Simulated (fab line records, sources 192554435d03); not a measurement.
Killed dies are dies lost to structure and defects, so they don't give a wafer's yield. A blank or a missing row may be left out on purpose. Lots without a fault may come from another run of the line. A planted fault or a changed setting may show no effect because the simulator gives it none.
Chamber matching | flow n5_finfet | N5_GATE_CUT_CMP_23 on cmp-04: 4 sister chambers
The step polishes, stops on SiO2, t overpolish 23.4 s, target thk 16 nm. 4 wafers are shown with their chamber, then 11 later ones without.

WAFERS WITH THEIR CHAMBER
wafer  | chamber | motor_current_A (A)
L084.4 | 3       | 10.7
L084.5 | 2       | 9.0
L088.6 | 1       | 7.6
L089.1 | 0       | 8.7

WAFERS WITHOUT THEIR CHAMBER
wafer  | motor_current_A (A)
L089.3 | 10.6
L089.4 | 8.8
L090.1 | 11.0
L090.2 | 8.5
L090.6 | 8.6
L092.1 | 10.7
L092.3 | 7.7
L092.6 | 7.8
L094.2 | 10.3
L094.3 | 9.2
L094.6 | 8.5

WHICH CHAMBER EACH WENT THROUGH
wafer  | from the rows above     | in truth
L089.3 | 3                       | 3
L089.4 | can't be placed: 0 or 2 | 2
L090.1 | 3                       | 3
L090.2 | can't be placed: 0 or 2 | 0
L090.6 | can't be placed: 0 or 2 | 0
L092.1 | 3                       | 3
L092.3 | 1                       | 1
L092.6 | 1                       | 1
L094.2 | 3                       | 3
L094.3 | can't be placed: 2 or 0 | 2
L094.6 | can't be placed: 0 or 2 | 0
Placed correctly: 6 of 11. Can't be placed from these rows: 5 (the true chamber is among the candidates in 5). Placed wrongly: 0.
How it was worked out, from the rows above alone: a wafer's distance from a chamber is the root of the sum, over the readings, of the square of ((its reading less the chamber's mean) divided by the reading's scatter). The wafer belongs to the nearest chamber; if the next one is less than 2 further off, it can't be placed. A chamber's mean is the mean of its shown wafers. The scatter: with one shown wafer a chamber, the root of the mean of the squares of how far each hidden wafer lies from its nearest shown one.
